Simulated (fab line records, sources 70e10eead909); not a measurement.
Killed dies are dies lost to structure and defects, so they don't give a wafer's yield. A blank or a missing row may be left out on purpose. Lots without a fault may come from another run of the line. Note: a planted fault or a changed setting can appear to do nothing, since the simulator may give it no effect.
Chamber matching    flow nandHarc    4 sister chambers for NHARC_A_CHANNEL_FILL_D2_ALD_25 on aldHk-02
The step deposits SiOx, target thk 60 nm, pulse time 10 s, ald cycles 600. 20 wafers are shown with their chamber, then 10 later ones without.

WAFERS WITH THEIR CHAMBER
wafer   chamber  heaterPowerW (W)  precursorPulseHeightRel
L077.2  1        503               1.004
L077.5  2        440               0.969
L077.6  1        497               1.011
L080.1  1        500               0.978
L080.2  0        447               1.001
L080.3  3        450               1.005
L083.2  2        440               1.000
L083.4  0        446               0.992
L083.5  2        434               0.975
L084.1  0        443               1.013
L084.2  1        499               1.012
L084.4  2        442               1.006
L086.2  0        440               0.969
L086.4  3        448               1.015
L086.5  3        463               1.008
L089.1  1        506               1.027
L089.2  2        438               0.981
L089.5  1        483               0.993
L088.1  1        496               1.032
L088.2  2        447               0.990

SIGNATURES (means of the wafers above)
reading                  chamber 0  chamber 1  chamber 2  chamber 3  scatter within a chamber
heaterPowerW             444.00     497.71     440.17     453.67     6.02
precursorPulseHeightRel  0.99375    1.00814    0.98683    1.00933    0.0163
Rule: for each reading, subtract the chamber's mean from the wafer's reading, divide by that reading's scatter and square the result; add these up over the readings and take the root, which gives the wafer's distance from the chamber. The wafer belongs to the nearest chamber; if the next one is less than 2 further off, it can't be placed. The scatter is the square root of a quotient: the sum, over the shown wafers, of each reading's squared deviation from its chamber's mean, divided by wafers minus chambers.

WAFERS WHOSE CHAMBER IS MISSING
wafer   heaterPowerW (W)  precursorPulseHeightRel
L088.3  446               0.987
L091.1  438               0.974
L091.3  438               1.002
L091.5  450               0.974
L093.3  448               0.970
L093.2  505               1.002
L093.5  442               1.024
L097.3  410               0.975
L097.4  488               1.017
L097.6  467               0.988

THE CHAMBER EACH PASSED THROUGH
wafer    from the rows above            in truth
L088.3   can't be placed: 0 or 2 or 3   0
L091.1   can't be placed: 2 or 0        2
L091.3   can't be placed: 2 or 0 or 3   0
L091.5   can't be placed: 0 or 2 or 3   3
L093.3   can't be placed: 0 or 2 or 3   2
L093.2   1                              1
L093.5   can't be placed: 0 or 3 or 2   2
L097.3   can't be placed: 2 or 0        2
L097.4   1                              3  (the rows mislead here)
L097.6   can't be placed: 3 or 0 or 2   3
Correctly placed: 1 of 10. Not placeable from these rows: 8 (in 8, the candidates include the true chamber). Placed wrongly: 1.
